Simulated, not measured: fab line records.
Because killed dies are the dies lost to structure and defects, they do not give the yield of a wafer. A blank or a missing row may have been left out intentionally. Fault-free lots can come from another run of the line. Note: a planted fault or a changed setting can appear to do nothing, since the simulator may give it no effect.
fab line records	flow n5_finfet
record lots=7	wafers=39
route steps=1938 shown FIN_SAQP@100 SD_EPI_N@278 HKMG_FIN@429 GATE_CUT@490 MOL_CONTACT_COAG@608 BEOL_M1@751
start_h: hours from the record's opening day to when the first of the lot's shown wafers began	wait_h: hours elapsed since this lot's preceding step	" as in the row above	L1.1+2: a row that stands for several wafers	- no value, or no start was given	* or withheld: withheld	< > ~ a bound
route shown NAME@n: NAME is a module with steps in the file, n the number in the route of the first one	usual: average and standard deviation across the fault-free wafers	same: alike in all rows	chamber/n: place in a boat	sites: per-site readings	_std_site: standard deviation of those values	_edge_site: outer sites' mean less inner sites'	radius_mm: how far each site lies from the wafer's centre	mask NAME#n: copy n	behind: tool/chamber where the wafer was last shaped	hold: reason for holding the lot/hours on hold/outcome of the hold	device: transistor that didn't switch, given as n, p or np	end of line: the tests these same wafers got at the end of their route	a step without rows: its recipe alone	killed: count of dies lost to structure and defects at first sort (not the wafer's yield)	map: per-die view of a wafer (x killed, . not killed, _ where there is no die)
set.NAME: the run value of the setting; set.NAME@STEP: its run value at that earlier step	model.NAME: the simulator's own value behind a step, which no gauge read
one table per step and one row per wafer, for lots whose settings were changed on purpose
## steps
# step N5_FIN_SAQP_PECVD_06
# recipe material=a-Si	target_thk_a=600	temp_c=400	precursor=SiH4/He	pressure_torr=3	rf_w=100	time_s=48.1
lot.wafer	tool	chamber	start_h	wait_h	set.time_s	model.a-Si_of_FIN_SAQP_PECVD_06.thk_nm
L075.3	pecvd-01	2	28.54	0.0	48.1	60.22
L075.4	"	2	"	"	48.1	60.77
L075.5	"	0	"	"	48.1	59.94
L077.1	pecvd-03	1	39.67	0.0	48.1	59.4
L077.2	"	2	"	"	48.1	59.91
L077.3	"	0	"	"	48.1	59.48
L077.4	"	2	"	"	48.1	60.05
L077.5	"	1	"	"	48.1	59.7
L077.6	"	0	"	"	48.1	60.35
L081.1	pecvd-04	1	63.61	0.0	20.93	25.01
L081.2	"	0	"	"	20.93	24.2
L081.3	"	2	"	"	48.1	59.04
L081.4	"	2	"	"	48.1	61.11
L081.5	"	0	"	"	20.93	25.41
L081.6	"	1	"	"	48.1	60.53
L090.1	pecvd-04	1	117.87	0.0	48.1	59.15
L090.2	"	2	"	"	48.1	58.72
L090.3	"	0	"	"	20.6	24.66
L090.4	"	0	"	"	20.6	24.48
L090.5	"	2	"	"	20.6	24.83
L090.6	"	1	"	"	48.1	60.46
L091.1	pecvd-03	1	123.85	0.0	48.1	59.06
L091.2	"	0	"	"	48.1	59.59
L091.3	"	2	"	"	37.31	46.14
L091.4	"	2	"	"	48.1	60.68
L091.5	"	1	"	"	37.31	45.98
L091.6	"	0	"	"	37.31	46.51
L092.1	pecvd-03	2	129.53	0.0	38.37	47.38
L092.2	"	1	"	"	48.1	59.84
L092.3	"	0	"	"	48.1	59.46
L092.4	"	0	"	"	38.37	47.72
L092.5	"	1	"	"	48.1	60.37
L092.6	"	2	"	"	38.37	49.43
L097.1	pecvd-04	2	161.08	0.0	48.1	59.92
L097.2	"	1	"	"	48.1	59.57
L097.3	"	2	"	"	48.1	60.89
L097.4	"	1	"	"	48.1	60.75
L097.5	"	2	"	"	48.1	61.07
L097.6	"	1	"	"	48.1	60.65
# step N5_FIN_SAQP_THK_MEAS_07
# usual thk_nm=59.9/0.74
lot.wafer	tool	chamber	start_h	wait_h	set.time_s@FIN_SAQP_PECVD_06	thk_nm
L075.3	film_metro-01	-	28.63	0.1	48.1	60.2
L075.4	"	-	"	"	48.1	60.8
L075.5	"	-	"	"	48.1	59.9
L077.1	film_metro-01	-	39.76	0.1	48.1	59.4
L077.2	"	-	"	"	48.1	59.9
L077.3	"	-	"	"	48.1	59.5
L077.4	"	-	"	"	48.1	60.0
L077.5	"	-	"	"	48.1	59.7
L077.6	"	-	"	"	48.1	60.3
L081.1	film_metro-01	-	63.70	0.1	20.93	25.0
L081.2	"	-	"	"	20.93	24.3
L081.3	"	-	"	"	48.1	59.0
L081.4	"	-	"	"	48.1	61.1
L081.5	"	-	"	"	20.93	25.4
L081.6	"	-	"	"	48.1	60.6
L090.1	film_metro-01	-	117.96	0.1	48.1	59.1
L090.2	"	-	"	"	48.1	58.7
L090.3	"	-	"	"	20.6	24.7
L090.4	"	-	"	"	20.6	24.4
L090.5	"	-	"	"	20.6	24.8
L090.6	"	-	"	"	48.1	60.4
L091.1	film_metro-02	-	123.94	0.1	48.1	59.1
L091.2	"	-	"	"	48.1	59.6
L091.3	"	-	"	"	37.31	46.1
L091.4	"	-	"	"	48.1	60.7
L091.5	"	-	"	"	37.31	46.0
L091.6	"	-	"	"	37.31	46.5
L092.1	film_metro-01	-	129.62	0.1	38.37	47.4
L092.2	"	-	"	"	48.1	59.8
L092.3	"	-	"	"	48.1	59.4
L092.4	"	-	"	"	38.37	47.7
L092.5	"	-	"	"	48.1	60.4
L092.6	"	-	"	"	38.37	49.4
L097.1	film_metro-02	-	161.20	0.1	48.1	60.0
L097.2	"	-	"	"	48.1	59.6
L097.3	"	-	"	"	48.1	60.9
L097.4	"	-	"	"	48.1	60.8
L097.5	"	-	"	"	48.1	61.1
L097.6	"	-	"	"	48.1	60.7
# step N5_FIN_SAQP_HM_DEP_72
# recipe material=SiO2	target_thk_a=120	temp_c=400	precursor=SiH4/N2O	pressure_torr=0.75	rf_w=275	time_s=7.2
# step N5_FIN_SAQP_COAT_49
# recipe resist=SOC	temp_c=250	time_s=60	spin_rpm=1500	resist_thk_nm=100
# step N5_FIN_SAQP_HM_OPEN_73
# recipe chemistry=CHF3/O2	target=SiO2	stop_on=a-Si	target_depth_a=120	over_etch_frac=1.8	mask_material=SOC	time_s=16.8	pressure_mtorr=30	source_w=650	bias_w=170	Ar_flow_sccm=200	CHF3_flow_sccm=50	O2_flow_sccm=5	ion_energy_ev=200	ends=end_point
# step N5_FIN_SAQP_STRIP_74
# recipe chemistry=CHF3/O2	resist=SiARC	rf_frequency_hz=6e+07
# step N5_FIN_SAQP_MANDREL_ETCH_22
# recipe target_depth_a=600	chemistry=HBr/Cl2	target=a-Si	stop_on=SiNx	bt_time_s=10	over_etch_frac=0.5	time_s=30	pressure_mtorr=10	icp_w=800	bias_w=75	HBr_flow_sccm=150	Cl2_flow_sccm=80	ends=end_point
# usual oes_product_au=0.762/0.012
lot.wafer	tool	chamber	start_h	wait_h	set.time_s@FIN_SAQP_PECVD_06	oes_product_au	model.etch.depth_nm
L075.3	rie_si-01	3	29.39	0.0	48.1	0.754	60.22
L075.4	"	0	"	"	48.1	0.782	60.71
L075.5	"	1	"	"	48.1	0.755	59.89
L077.1	rie_si-01	0	40.62	0.0	48.1	0.773	59.27
L077.2	"	2	"	"	48.1	0.753	59.9
L077.3	"	1	"	"	48.1	0.757	59.33
L077.4	"	3	"	"	48.1	0.751	59.95
L077.5	"	1	"	"	48.1	0.759	59.68
L077.6	"	2	"	"	48.1	0.761	60.25
L081.1	rie_si-01	2	64.57	0.0	20.93	0.489	24.96
L081.2	"	3	"	"	20.93	0.488	24.15
L081.3	"	1	"	"	48.1	0.756	58.97
L081.4	"	0	"	"	48.1	0.788	61.11
L081.5	"	2	"	"	20.93	0.494	25.36
L081.6	"	3	"	"	48.1	0.750	60.49
L090.1	rie_si-01	3	118.96	0.0	48.1	0.747	59.11
L090.2	"	0	"	"	48.1	0.763	58.65
L090.3	"	1	"	"	20.6	0.489	24.66
L090.4	"	2	"	"	20.6	0.488	24.44
L090.5	"	3	"	"	20.6	0.489	24.77
L090.6	"	0	"	"	48.1	0.779	60.46
L091.1	rie_si-01	0	125.73	0.0	48.1	0.769	58.93
L091.2	"	2	"	"	48.1	0.752	59.58
L091.3	"	1	"	"	37.31	0.652	45.99
L091.4	"	3	"	"	48.1	0.751	60.58
L091.5	"	1	"	"	37.31	0.658	45.85
L091.6	"	2	"	"	37.31	0.655	46.41
L092.1	rie_si-01	3	130.62	0.0	38.37	0.654	47.33
L092.2	"	1	"	"	48.1	0.764	59.84
L092.3	"	2	"	"	48.1	0.744	59.42
L092.4	"	0	"	"	38.37	0.678	47.65
L092.5	"	3	"	"	48.1	0.745	60.33
L092.6	"	0	"	"	38.37	0.693	49.43
L097.1	rie_si-04	0	162.07	0.0	48.1	0.769	59.87
L097.2	"	3	"	"	48.1	0.755	59.57
L097.3	"	1	"	"	48.1	0.765	60.87
L097.4	"	2	"	"	48.1	0.780	60.75
L097.5	"	3	"	"	48.1	0.766	61.02
L097.6	"	0	"	"	48.1	0.773	60.62
# step N5_SD_EPI_N_ETCH_45
# recipe chemistry=CH3F/O2	target=SiOCN	target_depth_a=60	mask_material=SOC	ion_energy_ev=60	bias_w=29	pressure_mtorr=15	source_w=410	Ar_flow_sccm=150	CH3F_flow_sccm=30	O2_flow_sccm=20
lot.wafer	tool	chamber	start_h	wait_h	set.target_depth_a	model.etch.depth_nm
L075.3	rie_diel-05	1	56.27	0.1	60	6.027
L075.4	"	2	"	"	60	5.905
L075.5	"	2	"	"	60	5.848
L077.1	rie_diel-05	3	69.23	0.1	33.65	3.307
L077.2	"	0	"	"	60	5.793
L077.3	"	2	"	"	33.65	3.327
L077.4	"	1	"	"	60	6.039
L077.5	"	1	"	"	60	5.961
L077.6	"	2	"	"	33.65	3.305
L081.1	rie_diel-04	1	92.49	0.1	83.56	8.466
L081.2	"	3	"	"	83.56	8.649
L081.3	"	2	"	"	83.56	8.638
L081.4	"	0	"	"	60	6.128
L081.5	"	1	"	"	60	6.086
L081.6	"	2	"	"	60	6.208
L090.1	rie_diel-06	3	146.43	0.1	73.3	7.394
L090.2	"	0	"	"	60	6.138
L090.3	"	2	"	"	60	5.91
L090.4	"	1	"	"	60	6.013
L090.5	"	2	"	"	73.3	7.211
L090.6	"	3	"	"	73.3	7.418
L091.1	rie_diel-06	2	178.88	0.1	91.38	8.996
L091.2	"	3	"	"	60	6.026
L091.3	"	1	"	"	60	5.985
L091.4	"	0	"	"	91.38	9.347
L091.5	"	2	"	"	91.38	8.97
L091.6	"	3	"	"	60	6.018
L092.1	rie_diel-05	3	189.43	0.1	60	5.997
L092.2	"	0	"	"	60	5.893
L092.3	"	0	"	"	32.75	3.242
L092.4	"	3	"	"	60	6.029
L092.5	"	0	"	"	32.75	3.218
L092.6	"	3	"	"	32.75	3.269
L097.1	rie_diel-05	3	196.57	0.1	60	5.95
L097.2	"	0	"	"	60	5.896
L097.3	"	0	"	"	60	5.904
L097.4	"	3	"	"	60	5.965
L097.5	"	3	"	"	60	5.939
L097.6	"	0	"	"	60	5.887
# step N5_HKMG_FIN_DEVELOP_11
# recipe develop_time_s=30	developer=TMAH	resist=CAR-ArF	dev_temp_c=23	rinse_liquid=diw	dry=air_spin
lot.wafer	tool	chamber	start_h	wait_h	set.develop_time_s
L075.3+4+5	litho_track-04	0	-	-	30
L077.1+4+6	litho_track-05	0	-	-	20.75
L077.2+3+5	"	0	"	"	30
L081.1+3+5	litho_track-04	0	-	-	30
L081.2+4+6	"	0	"	"	12.81
L090.1+2+3+4+5+6	litho_track-04	0	-	-	30
L091.1+2+5	litho_track-04	0	-	-	30
L091.3+4+6	"	0	"	"	39.61
L092.1+2+3+4+5+6	litho_track-04	0	-	-	30
L097.1+2+3	litho_track-05	0	-	-	43.85
L097.4+5+6	"	0	"	"	30
# step N5_HKMG_FIN_CD_MEAS_12
# recipe target_cd_nm=92.8	landing_energy_ev=500	detector=se_inlens
# usual cd_nm=92.8/0.62
lot.wafer	tool	chamber	start_h	wait_h	set.develop_time_s@HKMG_FIN_DEVELOP_11	cd_nm
L075.3	cd_sem-01	0	81.29	-	30	92.6
L075.4	"	0	"	"	30	92.7
L075.5	"	0	"	"	30	92.2
L077.1	cd_sem-01	0	94.36	-	20.75	90.4
L077.2	"	0	"	"	30	92.4
L077.3	"	0	"	"	30	92.4
L077.4	"	0	"	"	20.75	90.5
L077.5	"	0	"	"	30	91.9
L077.6	"	0	"	"	20.75	90.2
L081.1	cd_sem-02	0	118.55	-	30	92.7
L081.2	"	0	"	"	12.81	88.1
L081.3	"	0	"	"	30	92.1
L081.4	"	0	"	"	12.81	88.4
L081.5	"	0	"	"	30	92.6
L081.6	"	0	"	"	12.81	88.6
L090.1	cd_sem-02	0	181.33	-	30	92.5
L090.2	"	0	"	"	30	92.6
L090.3	"	0	"	"	30	91.9
L090.4	"	0	"	"	30	92.2
L090.5	"	0	"	"	30	91.7
L090.6	"	0	"	"	30	91.3
L091.1	cd_sem-03	0	212.82	-	30	92.9
L091.2	"	0	"	"	30	93.1
L091.3	"	0	"	"	39.61	93.2
L091.4	"	0	"	"	39.61	94.3
L091.5	"	0	"	"	30	93.1
L091.6	"	0	"	"	39.61	94.7
L092.1	cd_sem-03	0	216.75	-	30	92.0
L092.2	"	0	"	"	30	91.8
L092.3	"	0	"	"	30	92.5
L092.4	"	0	"	"	30	92.9
L092.5	"	0	"	"	30	92.3
L092.6	"	0	"	"	30	92.6
L097.1	cd_sem-03	0	225.49	-	43.85	94.7
L097.2	"	0	"	"	43.85	94.3
L097.3	"	0	"	"	43.85	94.9
L097.4	"	0	"	"	30	92.0
L097.5	"	0	"	"	30	92.0
L097.6	"	0	"	"	30	92.9
# step N5_GATE_CUT_DESCUM_18
# recipe chemistry=O2	time_s=7	source_power_w=50	bias_power_w=20	pressure_mtorr=20	rf_frequency_hz=2.712e+07	temp_c=40	resist=CAR-EUV	o2_flow_sccm=225
lot.wafer	tool	chamber	start_h	wait_h	set.time_s	model.CAR-EUV_of_GATE_CUT_COAT_07.thk_nm
L075.3+4	rie_diel-03	0,2	90.25	0.5	7	26
L075.5	"	0	"	"	7	25.8
L077.1+3+5	rie_diel-02	2,0,0	102.52	0.0	11.07	24
L077.2+4+6	"	1,3,1	"	"	7	26
L081.1+2+3+4	rie_diel-01	1,2,0,3	127.19	0.0	7	26.2
L081.5+6	"	1,2	"	"	7	26
L090.1+3	rie_diel-01	0,2	191.58	0.0	7	26.2
L090.2+4+5+6	"	3,1,1,0	"	"	7	26
L091.1+2+6	rie_diel-02	2,0,0	221.09	0.1	7	26
L091.3+4+5	"	1,3,1	"	"	8.852	25
L092.1+5	rie_diel-01	2,3	227.00	0.0	7	26.2
L092.2+3+4+6	"	1,3,0,2	"	"	7	26
L097.1+2+3+4+5+6	rie_diel-03	2,0,1,3,3,0	235.07	0.4	7	26.2
# step N5_GATE_CUT_ETCH_28
# recipe chemistry=N2/H2	target=underlayer	target_depth_a=130	mask_material=CAR-EUV	time_s=10.4	ion_energy_ev=200	pressure_mtorr=30	source_w=840	bias_w=150	n2_flow_sccm=200	h2_flow_sccm=200	ends=cleared
lot.wafer	tool	chamber	start_h	wait_h	set.time_s@GATE_CUT_DESCUM_18	model.CAR-EUV_of_GATE_CUT_COAT_07.thk_nm
L075.3+4	rie_diel-03	0,2	90.28	0.0	7	14.6
L075.5	"	0	"	"	7	14.4
L077.1	rie_diel-02	2	102.55	0.0	11.07	12.6
L077.2	"	1	"	"	7	14.4
L077.3+5	"	0	"	"	11.07	12.4
L077.4+6	"	3,1	"	"	7	14.6
L081.1+2+3+4+6	rie_diel-01	1,2,0,3,2	127.22	0.0	7	14.6
L081.5	"	1	"	"	7	14.4
L090.1+3+4+5+6	rie_diel-01	0,2,1,1,0	191.62	0.0	7	14.6
L090.2	"	3	"	"	7	14.8
L091.1+2	rie_diel-02	2,0	221.12	0.0	7	14.6
L091.3	"	1	"	"	8.852	13.4
L091.4+5	"	3,1	"	"	8.852	13.6
L091.6	"	0	"	"	7	14.4
L092.1+4+6	rie_diel-01	2,0,2	227.04	0.0	7	14.6
L092.2	"	1	"	"	7	14.4
L092.3+5	"	3	"	"	7	14.8
L097.1+3+5+6	rie_diel-03	2,1,3,0	235.11	0.0	7	14.6
L097.2+4	"	0,3	"	"	7	14.8
# step N5_MOL_CONTACT_COAG_ALD_133
# recipe material=SiO2	target_thk_a=50	temp_c=100	ald_precursor_family=BDEAS	ald_co_reactant=O2-plasma	pulse_time_s=1	co_reactant_pulse_time_s=1	purge_time_s=2	co_reactant_purge_time_s=2	ald_cycles=35	pressure_torr=2
lot.wafer	tool	chamber	start_h	wait_h	set.ald_cycles	model.SiO2_of_MOL_CONTACT_COAG_ALD_133.thk_nm
L075.3+4+5	ald_sin-04	0,2,1	107.51	0.1	35	5
L077.1+2+5	ald_sin-03	0,3,3	120.58	0.1	35	5
L077.3+4+6	"	1,0,1	"	"	27	3.8
L081.1+4+6	ald_sin-03	0,2,1	143.54	0.1	35	5
L081.2+3+5	"	1,3,0	"	"	53	7.6
L090.1+3+4	ald_sin-01	2,0,3	210.16	0.8	27	3.8
L090.2+5+6	"	1,2,1	"	"	35	5
L091.1+3+4	ald_sin-04	1,3,0	237.30	0.1	35	5
L091.2+5+6	"	2,1,0	"	"	23	3.4
L092.1+3+4	ald_sin-03	2,1,0	241.89	0.1	40	5.6
L092.2+5+6	"	3,0,1	"	"	35	5
L097.1+5+6	ald_sin-04	3,3,2	252.00	0.1	16	2.4
L097.2+3+4	"	1,0,2	"	"	35	5
# step N5_BEOL_M1_ILD_DEP_00
# recipe material=SiOC	target_thk_a=790	temp_c=350	precursor=DEMS/O2	pressure_torr=5	rf_w=500	time_s=15.3
lot.wafer	tool	chamber	start_h	wait_h	set.target_thk_a	model.SiOC_of_BEOL_M1_ILD_DEP_00.thk_nm
L075.3	pecvd-04	2	128.58	0.0	790	78.6
L075.4	"	0	"	"	790	79.4
L075.5	"	2	"	"	790	79.6
L077.1+6	pecvd-02	1	138.57	0.0	328.4	31.6
L077.2	"	0	"	"	790	77.6
L077.3	"	2	"	"	790	77.8
L077.4	"	2	"	"	790	79.8
L077.5	"	0	"	"	328.4	33.2
L081.1	pecvd-02	0	163.96	0.0	790	80.2
L081.2	"	2	"	"	790	80.4
L081.3+5	"	1	"	"	629.4	64
L081.4	"	0	"	"	790	81.6
L081.6	"	2	"	"	629.4	65.2
L090.1	pecvd-04	1	232.61	0.0	790	77
L090.2	"	2	"	"	1112	110.8
L090.3	"	0	"	"	1112	110.2
L090.4	"	2	"	"	790	79.6
L090.5	"	0	"	"	1112	112.4
L090.6	"	1	"	"	790	78
L091.1	pecvd-03	0	257.50	0.0	1045	103
L091.2	"	1	"	"	1045	102.2
L091.3	"	1	"	"	1045	102.8
L091.4	"	0	"	"	790	79
L091.5+6	"	1,0	"	"	790	78.6
L092.1	pecvd-02	1	259.14	0.0	1060	105.2
L092.2+6	"	2,0	"	"	790	79
L092.3	"	0	"	"	790	78
L092.4	"	2	"	"	1060	106.4
L092.5	"	1	"	"	1060	105.4
L097.1	pecvd-04	0	271.60	0.0	790	78.2
L097.2	"	2	"	"	1255	124.2
L097.3	"	1	"	"	1255	122.8
L097.4	"	1	"	"	790	78.8
L097.5	"	2	"	"	1255	126.2
L097.6	"	0	"	"	790	79
# step N5_BEOL_M1_THK_MEAS_01
# recipe reads=SiOC_of_BEOL_M1_ILD_DEP_00
# usual M1_ILD_THK=78.6/1.1
lot.wafer	tool	chamber	start_h	wait_h	set.target_thk_a@BEOL_M1_ILD_DEP_00	M1_ILD_THK[nm]
L075.3	film_metro-02	-	128.65	0.1	790	78.5
L075.4	"	-	"	"	790	79.4
L075.5	"	-	"	"	790	79.6
L077.1	film_metro-02	-	138.64	0.0	328.4	31.6
L077.2	"	-	"	"	790	77.7
L077.3	"	-	"	"	790	77.9
L077.4	"	-	"	"	790	79.8
L077.5	"	-	"	"	328.4	33.3
L077.6	"	-	"	"	328.4	31.6
L081.1	film_metro-01	-	164.03	0.0	790	80.2
L081.2	"	-	"	"	790	80.5
L081.3	"	-	"	"	629.4	64.1
L081.4	"	-	"	"	790	81.5
L081.5	"	-	"	"	629.4	64.0
L081.6	"	-	"	"	629.4	65.3
L090.1	film_metro-01	-	232.67	0.0	790	77.1
L090.2	"	-	"	"	1112	110.8
L090.3	"	-	"	"	1112	110.1
L090.4	"	-	"	"	790	79.6
L090.5	"	-	"	"	1112	112.5
L090.6	"	-	"	"	790	78.1
L091.1	film_metro-01	-	257.58	0.1	1045	103.0
L091.2	"	-	"	"	1045	102.2
L091.3	"	-	"	"	1045	102.9
L091.4	"	-	"	"	790	79.1
L091.5	"	-	"	"	790	78.6
L091.6	"	-	"	"	790	78.6
L092.1	film_metro-02	-	259.21	0.0	1060	105.2
L092.2	"	-	"	"	790	78.9
L092.3	"	-	"	"	790	78.0
L092.4	"	-	"	"	1060	106.4
L092.5	"	-	"	"	1060	105.5
L092.6	"	-	"	"	790	79.0
L097.1	film_metro-01	-	271.67	0.0	790	78.2
L097.2	"	-	"	"	1255	124.2
L097.3	"	-	"	"	1255	122.8
L097.4	"	-	"	"	790	78.8
L097.5	"	-	"	"	1255	126.1
L097.6	"	-	"	"	790	79.0
## key
split step=N5_FIN_SAQP_PECVD_06	setting=time_s	stated=48.1	by=wafer
response step=N5_FIN_SAQP_PECVD_06	reading=model.a-Si_of_FIN_SAQP_PECVD_06.thk_nm	change=+0.614	per=1%	r=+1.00
response step=N5_FIN_SAQP_THK_MEAS_07	reading=thk_nm	change=*	per=1%	r=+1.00
response step=N5_FIN_SAQP_MANDREL_ETCH_22	reading=oes_product_au	change=+0.00475	per=1%	r=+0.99
response step=N5_FIN_SAQP_MANDREL_ETCH_22	reading=model.etch.depth_nm	change=+0.614	per=1%	r=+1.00
split step=N5_SD_EPI_N_ETCH_45	setting=target_depth_a	stated=60	by=wafer
response step=N5_SD_EPI_N_ETCH_45	reading=model.etch.depth_nm	change=+0.0601	per=1%	r=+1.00
split step=N5_HKMG_FIN_DEVELOP_11	setting=develop_time_s	stated=30	by=wafer
response step=N5_HKMG_FIN_CD_MEAS_12	reading=cd_nm	change=+0.0586	per=1%	r=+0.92
split step=N5_GATE_CUT_DESCUM_18	setting=time_s	stated=7	by=wafer
response step=N5_GATE_CUT_DESCUM_18	reading=model.CAR-EUV_of_GATE_CUT_COAT_07.thk_nm	change=-0.035	per=1%	r=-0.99
response step=N5_GATE_CUT_ETCH_28	reading=model.CAR-EUV_of_GATE_CUT_COAT_07.thk_nm	change=-0.0359	per=1%	r=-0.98
split step=N5_MOL_CONTACT_COAG_ALD_133	setting=ald_cycles	stated=35	by=wafer
response step=N5_MOL_CONTACT_COAG_ALD_133	reading=model.SiO2_of_MOL_CONTACT_COAG_ALD_133.thk_nm	change=+0.049	per=1%	r=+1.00
split step=N5_BEOL_M1_ILD_DEP_00	setting=target_thk_a	stated=790	by=wafer
response step=N5_BEOL_M1_ILD_DEP_00	reading=model.SiOC_of_BEOL_M1_ILD_DEP_00.thk_nm	change=+0.785	per=1%	r=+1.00
response step=N5_BEOL_M1_THK_MEAS_01	reading=M1_ILD_THK	change=+0.785	per=1%	r=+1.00
